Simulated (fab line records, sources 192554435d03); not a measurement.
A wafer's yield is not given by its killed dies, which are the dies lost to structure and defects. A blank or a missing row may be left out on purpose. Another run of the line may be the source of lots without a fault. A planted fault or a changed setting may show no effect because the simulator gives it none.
Matching of chambers / flow n5-finfet / N5_BEOL_M5_STRIP_36 on rie-diel-06 has 4 sister chambers
The step strips in N2/H2. 8 wafers are shown with their chamber, then 12 later ones without.

## WAFERS PAIRED WITH THEIR CHAMBERS
wafer=L090.1; chamber=3; drypump-motor-current-A (A)=5.99; throttle-valve-pct (%)=23.50
wafer=L090.3; chamber=2; drypump-motor-current-A (A)=5.86; throttle-valve-pct (%)=23.42
wafer=L091.1; chamber=3; drypump-motor-current-A (A)=6.01; throttle-valve-pct (%)=23.51
wafer=L091.5; chamber=1; drypump-motor-current-A (A)=6.22; throttle-valve-pct (%)=23.81
wafer=L091.6; chamber=0; drypump-motor-current-A (A)=5.47; throttle-valve-pct (%)=23.34
wafer=L092.1; chamber=0; drypump-motor-current-A (A)=5.45; throttle-valve-pct (%)=23.37
wafer=L092.3; chamber=2; drypump-motor-current-A (A)=5.89; throttle-valve-pct (%)=23.45
wafer=L092.4; chamber=1; drypump-motor-current-A (A)=6.23; throttle-valve-pct (%)=23.81

## WAFERS MISSING THEIR CHAMBER
wafer=L093.2; drypump-motor-current-A (A)=5.98; throttle-valve-pct (%)=23.54
wafer=L093.4; drypump-motor-current-A (A)=5.90; throttle-valve-pct (%)=23.48
wafer=L093.6; drypump-motor-current-A (A)=5.98; throttle-valve-pct (%)=23.47
wafer=L095.1; drypump-motor-current-A (A)=5.46; throttle-valve-pct (%)=23.33
wafer=L095.4; drypump-motor-current-A (A)=6.22; throttle-valve-pct (%)=23.80
wafer=L095.6; drypump-motor-current-A (A)=6.03; throttle-valve-pct (%)=23.50
wafer=L096.1; drypump-motor-current-A (A)=5.98; throttle-valve-pct (%)=23.50
wafer=L096.4; drypump-motor-current-A (A)=5.89; throttle-valve-pct (%)=23.45
wafer=L096.6; drypump-motor-current-A (A)=6.21; throttle-valve-pct (%)=23.84
wafer=L097.2; drypump-motor-current-A (A)=5.96; throttle-valve-pct (%)=23.54
wafer=L097.5; drypump-motor-current-A (A)=5.91; throttle-valve-pct (%)=23.45
wafer=L097.6; drypump-motor-current-A (A)=5.99; throttle-valve-pct (%)=23.50

## WHICH CHAMBER EACH ONE RAN IN
wafer=L093.2; from the rows above=3; in truth=3
wafer=L093.4; from the rows above=2; in truth=2
wafer=L093.6; from the rows above=3; in truth=3
wafer=L095.1; from the rows above=0; in truth=0
wafer=L095.4; from the rows above=1; in truth=1
wafer=L095.6; from the rows above=3; in truth=3
wafer=L096.1; from the rows above=3; in truth=3
wafer=L096.4; from the rows above=2; in truth=2
wafer=L096.6; from the rows above=1; in truth=1
wafer=L097.2; from the rows above=3; in truth=3
wafer=L097.5; from the rows above=2; in truth=2
wafer=L097.6; from the rows above=3; in truth=3
Correctly placed: 12 of 12. Can't be placed from these rows: 0. 0 placed wrongly.
How it was worked out, from the rows above alone: a wafer's distance from a chamber is the root of the sum, over the readings, of the square of ((its reading less the chamber's mean) divided by the reading's scatter). The wafer belongs to the nearest chamber; if the next one is less than 2 further off, it can't be placed. Each chamber's mean is taken over the wafers shown for it. The scatter: take each reading less its chamber's mean, square it, sum over the shown wafers, divide by the number of wafers less the number of chambers, and take the root.
